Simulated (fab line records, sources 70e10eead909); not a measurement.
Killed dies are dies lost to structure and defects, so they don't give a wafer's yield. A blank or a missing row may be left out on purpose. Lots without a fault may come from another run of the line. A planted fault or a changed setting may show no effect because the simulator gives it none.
Which tool did it? | flow nand_harc | 11 lots, 33 wafers sampled, at 4 steps of a route of 1302

WHAT THE GAUGES READ, wafer by wafer
NHARC_P_M0_INSPECT_27.
lot  | measured     | on                | raw_defect_count
L108 | day 6 03:58  | defect_inspect-01 | 260 417 366
L110 | day 7 00:23  | defect_inspect-02 | 412 402 644
L111 | day 7 05:53  | defect_inspect-01 | 261 284 462
L112 | day 7 16:28  | defect_inspect-02 | 258 210 171
L113 | day 8 03:02  | defect_inspect-02 | 319 467 482
L123 | day 12 13:28 | defect_inspect-01 | 226 169 2317
L126 | day 13 16:30 | defect_inspect-01 | 608 405 223
L127 | day 14 08:26 | defect_inspect-02 | 309 190 253
L128 | day 14 09:08 | defect_inspect-01 | 193 296 360
L129 | day 15 01:43 | defect_inspect-02 | 204 468 224
L131 | day 15 13:08 | defect_inspect-01 | 244 220 239

WHICH TOOL RAN EACH LOT (tool, then ch and the chambers of the sampled wafers, then the start)
lot  | NHARC_P_M0_ETCH_15                            | NHARC_P_M0_STRIP_18                | NHARC_P_M0_CMP_23
L108 | rie_diel-01 ch 0,1, day 6 01:50 or earlier    | rie_diel-01 ch 0,3, day 6 01:50    | cmp-01 ch 1,2,3, day 6 03:34
L110 | rie_diel-05 ch 0,2,3, day 6 22:16 or earlier  | rie_diel-05 ch 0,1,2, day 6 22:16  | cmp-01 ch 0,2,3, day 6 23:56
L111 | rie_diel-11 ch 0,1, day 7 03:50 or earlier    | rie_diel-11 ch 0,2,3, day 7 03:50  | cmp-02 ch 1,2,3, day 7 05:28
L112 | rie_diel-11 ch 1,3, day 7 14:22 or earlier    | rie_diel-11 ch 0,1, day 7 14:22    | cmp-01 ch 0,1, day 7 15:59
L113 | rie_diel-01 ch 2,3, day 8 00:56 or earlier    | rie_diel-05 ch 0,1,3, day 8 00:56  | cmp-03 ch 0,1,3, day 8 02:38
L123 | rie_diel-05 ch 1,2, day 12 11:21 or earlier   | rie_diel-01 ch 0,3, day 12 11:21   | cmp-01 ch 1,2,3, day 12 12:59
L126 | rie_diel-01 ch 0,3, day 13 14:21 or earlier   | rie_diel-05 ch 0,2,3, day 13 14:21 | cmp-03 ch 0,1, day 13 16:01
L127 | rie_diel-01 ch 1,2,3, day 14 06:22 or earlier | rie_diel-01 ch 0,2,3, day 14 06:22 | cmp-03 ch 0,1, day 14 07:59
L128 | rie_diel-11 ch 2,3, day 14 06:58 or earlier   | rie_diel-01 ch 0,3, day 14 06:58   | cmp-02 ch 0,1,2, day 14 08:40
L129 | rie_diel-11 ch 2,3, day 14 23:40 or earlier   | rie_diel-01 ch 0,2,3, day 14 23:40 | cmp-02 ch 0,2,3, day 15 01:19
L131 | rie_diel-01 ch 0,2,3, day 15 11:02 or earlier | rie_diel-11 ch 0,3, day 15 11:02   | cmp-02 ch 2,3, day 15 12:40
- NHARC_P_M0_ETCH_15: etches the open film in C4F8/Ar, target depth 150 nm, overetch 15 nm, time 82.5 s.
- NHARC_P_M0_STRIP_18: strips in N2/H2.
- NHARC_P_M0_CMP_23: polishes, t overpolish 20 s, target thk 117.54 nm.

THE ANSWER, worked out from the rows above alone
Rule: what is usual is taken from the lots themselves. Put in order of their means at a reading, lots are off if they are a third of the lots or fewer, leave a main group of 4 or more, and stand apart from it by a gap of 3 or more times the standard deviation of the main group's means; of several such gaps the widest counts. A main group whose means are all the same, to the digits that the tables above print for the reading, isn't used. A lot without any number at a reading at which 4 lots or more have one is off too. The other lots that the step has rows for count as sound.
Off: L123, at NHARC_P_M0_INSPECT_27 (raw_defect_count). The main group: mean 328, standard deviation 85.
A tool fits if, at a process step before that reading, it ran every lot that is off, and no sound lot after the first of them. The gauges at NHARC_P_M0_INSPECT_27 are tried like those tools. NHARC_P_M0_ETCH_15 gives no start for some lots, so the hours and the order of its lots are those of NHARC_P_M0_STRIP_18. Can't be told from this: 2 tools fit, rie_diel-05 at NHARC_P_M0_ETCH_15, cmp-01 at NHARC_P_M0_CMP_23.

WHAT THE SIMULATOR HAD PUT IN
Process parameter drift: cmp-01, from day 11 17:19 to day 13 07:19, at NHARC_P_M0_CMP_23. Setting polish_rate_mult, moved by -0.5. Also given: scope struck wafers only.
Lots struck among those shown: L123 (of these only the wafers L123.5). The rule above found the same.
